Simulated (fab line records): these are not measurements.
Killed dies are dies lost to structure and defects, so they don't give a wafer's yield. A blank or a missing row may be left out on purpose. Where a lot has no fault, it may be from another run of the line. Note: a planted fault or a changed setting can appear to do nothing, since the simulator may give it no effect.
Split-lot study :: flow n5-finfet :: 7 lots, 39 wafers read, on a route of 1938 steps

## THE SPLIT ITSELF
At N5_WELL_APT_IMPLANT_31, the setting energy-kev was moved away from the recipe's 60 on 18 of the 39 wafers read, by -9.4% to +11.9%. All remaining wafers had this setting at the recipe value.

Reading taken at the split's own step.

## THE READING
In nm, at N5_WELL_APT_IMPLANT_31: implant.drp-nm, which is the simulator's own figure and was read by no gauge. There is no usual value for it anywhere in the file.

wafer: L078.1
tool, chamber at the split: implanter-02, 0
energy-kev as run: 60
against the recipe: recipe
implant.drp-nm, nm: 64.53
against lot-mates on the recipe: -

wafer: L078.5
tool, chamber at the split: implanter-02, 0
energy-kev as run: 60
against the recipe: recipe
implant.drp-nm, nm: 64.53
against lot-mates on the recipe: -

wafer: L078.6
tool, chamber at the split: implanter-02, 0
energy-kev as run: 60
against the recipe: recipe
implant.drp-nm, nm: 64.53
against lot-mates on the recipe: -

wafer: L078.2
tool, chamber at the split: implanter-02, 0
energy-kev as run: 54.34
against the recipe: -9.4%
implant.drp-nm, nm: 61.18
against lot-mates on the recipe: -3.35

wafer: L078.3
tool, chamber at the split: implanter-02, 0
energy-kev as run: 54.34
against the recipe: -9.4%
implant.drp-nm, nm: 61.18
against lot-mates on the recipe: -3.35

wafer: L078.4
tool, chamber at the split: implanter-02, 0
energy-kev as run: 54.34
against the recipe: -9.4%
implant.drp-nm, nm: 61.18
against lot-mates on the recipe: -3.35

wafer: L079.1
tool, chamber at the split: implanter-01, 0
energy-kev as run: 60
against the recipe: recipe
implant.drp-nm, nm: 64.53
against lot-mates on the recipe: -

wafer: L079.3
tool, chamber at the split: implanter-01, 0
energy-kev as run: 60
against the recipe: recipe
implant.drp-nm, nm: 64.53
against lot-mates on the recipe: -

wafer: L079.6
tool, chamber at the split: implanter-01, 0
energy-kev as run: 60
against the recipe: recipe
implant.drp-nm, nm: 64.53
against lot-mates on the recipe: -

wafer: L081.1
tool, chamber at the split: implanter-01, 0
energy-kev as run: 57.35
against the recipe: -4.4%
implant.drp-nm, nm: 62.99
against lot-mates on the recipe: -1.54

wafer: L081.3
tool, chamber at the split: implanter-01, 0
energy-kev as run: 57.35
against the recipe: -4.4%
implant.drp-nm, nm: 62.99
against lot-mates on the recipe: -1.54

wafer: L081.6
tool, chamber at the split: implanter-01, 0
energy-kev as run: 57.35
against the recipe: -4.4%
implant.drp-nm, nm: 62.99
against lot-mates on the recipe: -1.54

wafer: L081.2
tool, chamber at the split: implanter-01, 0
energy-kev as run: 60
against the recipe: recipe
implant.drp-nm, nm: 64.53
against lot-mates on the recipe: -

wafer: L081.4
tool, chamber at the split: implanter-01, 0
energy-kev as run: 60
against the recipe: recipe
implant.drp-nm, nm: 64.53
against lot-mates on the recipe: -

wafer: L081.5
tool, chamber at the split: implanter-01, 0
energy-kev as run: 60
against the recipe: recipe
implant.drp-nm, nm: 64.53
against lot-mates on the recipe: -

wafer: L083.1
tool, chamber at the split: implanter-01, 0
energy-kev as run: 60
against the recipe: recipe
implant.drp-nm, nm: 64.53
against lot-mates on the recipe: -

wafer: L083.4
tool, chamber at the split: implanter-01, 0
energy-kev as run: 60
against the recipe: recipe
implant.drp-nm, nm: 64.53
against lot-mates on the recipe: -

wafer: L083.6
tool, chamber at the split: implanter-01, 0
energy-kev as run: 60
against the recipe: recipe
implant.drp-nm, nm: 64.53
against lot-mates on the recipe: -

wafer: L083.2
tool, chamber at the split: implanter-01, 0
energy-kev as run: 66.08
against the recipe: +10.1%
implant.drp-nm, nm: 67.83
against lot-mates on the recipe: +3.30

wafer: L083.3
tool, chamber at the split: implanter-01, 0
energy-kev as run: 66.08
against the recipe: +10.1%
implant.drp-nm, nm: 67.83
against lot-mates on the recipe: +3.30

wafer: L083.5
tool, chamber at the split: implanter-01, 0
energy-kev as run: 66.08
against the recipe: +10.1%
implant.drp-nm, nm: 67.83
against lot-mates on the recipe: +3.30

wafer: L086.1
tool, chamber at the split: implanter-02, 0
energy-kev as run: 55.34
against the recipe: -7.8%
implant.drp-nm, nm: 61.79
against lot-mates on the recipe: -2.74

wafer: L086.2
tool, chamber at the split: implanter-02, 0
energy-kev as run: 55.34
against the recipe: -7.8%
implant.drp-nm, nm: 61.79
against lot-mates on the recipe: -2.74

wafer: L086.3
tool, chamber at the split: implanter-02, 0
energy-kev as run: 55.34
against the recipe: -7.8%
implant.drp-nm, nm: 61.79
against lot-mates on the recipe: -2.74

wafer: L086.4
tool, chamber at the split: implanter-02, 0
energy-kev as run: 60
against the recipe: recipe
implant.drp-nm, nm: 64.53
against lot-mates on the recipe: -

wafer: L086.5
tool, chamber at the split: implanter-02, 0
energy-kev as run: 60
against the recipe: recipe
implant.drp-nm, nm: 64.53
against lot-mates on the recipe: -

wafer: L086.6
tool, chamber at the split: implanter-02, 0
energy-kev as run: 60
against the recipe: recipe
implant.drp-nm, nm: 64.53
against lot-mates on the recipe: -

wafer: L095.1
tool, chamber at the split: implanter-02, 0
energy-kev as run: 65.25
against the recipe: +8.7%
implant.drp-nm, nm: 67.4
against lot-mates on the recipe: +2.87

wafer: L095.3
tool, chamber at the split: implanter-02, 0
energy-kev as run: 65.25
against the recipe: +8.7%
implant.drp-nm, nm: 67.4
against lot-mates on the recipe: +2.87

wafer: L095.6
tool, chamber at the split: implanter-02, 0
energy-kev as run: 65.25
against the recipe: +8.7%
implant.drp-nm, nm: 67.4
against lot-mates on the recipe: +2.87

wafer: L095.2
tool, chamber at the split: implanter-02, 0
energy-kev as run: 60
against the recipe: recipe
implant.drp-nm, nm: 64.53
against lot-mates on the recipe: -

wafer: L095.4
tool, chamber at the split: implanter-02, 0
energy-kev as run: 60
against the recipe: recipe
implant.drp-nm, nm: 64.53
against lot-mates on the recipe: -

wafer: L095.5
tool, chamber at the split: implanter-02, 0
energy-kev as run: 60
against the recipe: recipe
implant.drp-nm, nm: 64.53
against lot-mates on the recipe: -

wafer: L097.1
tool, chamber at the split: implanter-01, 0
energy-kev as run: 60
against the recipe: recipe
implant.drp-nm, nm: 64.53
against lot-mates on the recipe: -

wafer: L097.2
tool, chamber at the split: implanter-01, 0
energy-kev as run: 60
against the recipe: recipe
implant.drp-nm, nm: 64.53
against lot-mates on the recipe: -

wafer: L097.6
tool, chamber at the split: implanter-01, 0
energy-kev as run: 60
against the recipe: recipe
implant.drp-nm, nm: 64.53
against lot-mates on the recipe: -

wafer: L097.3
tool, chamber at the split: implanter-01, 0
energy-kev as run: 67.17
against the recipe: +11.9%
implant.drp-nm, nm: 68.4
against lot-mates on the recipe: +3.87

wafer: L097.4
tool, chamber at the split: implanter-01, 0
energy-kev as run: 67.17
against the recipe: +11.9%
implant.drp-nm, nm: 68.4
against lot-mates on the recipe: +3.87

wafer: L097.5
tool, chamber at the split: implanter-01, 0
energy-kev as run: 67.17
against the recipe: +11.9%
implant.drp-nm, nm: 68.4
against lot-mates on the recipe: +3.87

THE FIT
A straight line over all 39 wafers: implant.drp-nm changes by +0.336 nm for each +1% of energy-kev; r = +1.00; the points scatter about the line by 0.066 nm.
The same after taking each lot's own level away (the mean of its wafers on the recipe; 39 wafers): +0.336 nm for each +1%; r = +1.00; scatter 0.066 nm.
On that fit, the largest move of energy-kev shifts the reading by 4 nm.
The lots' own levels span 64.530 to 64.530 nm.
Hence the lot-to-lot level has little effect on the slope; both slopes agree.
Check: with one of the wafers moved furthest among these (+11.9%) left out of the fit, the line predicts +3.98 nm for it against its lot-mates. It came out at +3.87 nm against them.

## THE WHOLE CHAIN: every reading that the file lists as answering this split, in the file's order
step: N5_WELL_APT_IMPLANT_31
what it does: 
reading: implant.rp-nm (the simulator's own value, which no gauge read)
change (the file's fit): +2.46 nm for each +1% of the setting
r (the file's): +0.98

step: N5_WELL_APT_IMPLANT_31
what it does: 
reading: implant.drp-nm (the simulator's own value, which no gauge read)
change (the file's fit): +0.335 nm for each +1% of the setting
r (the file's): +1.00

## FILE'S OWN FIT
implant.drp-nm changes by +0.335 nm for each +1% of energy-kev, r = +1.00.
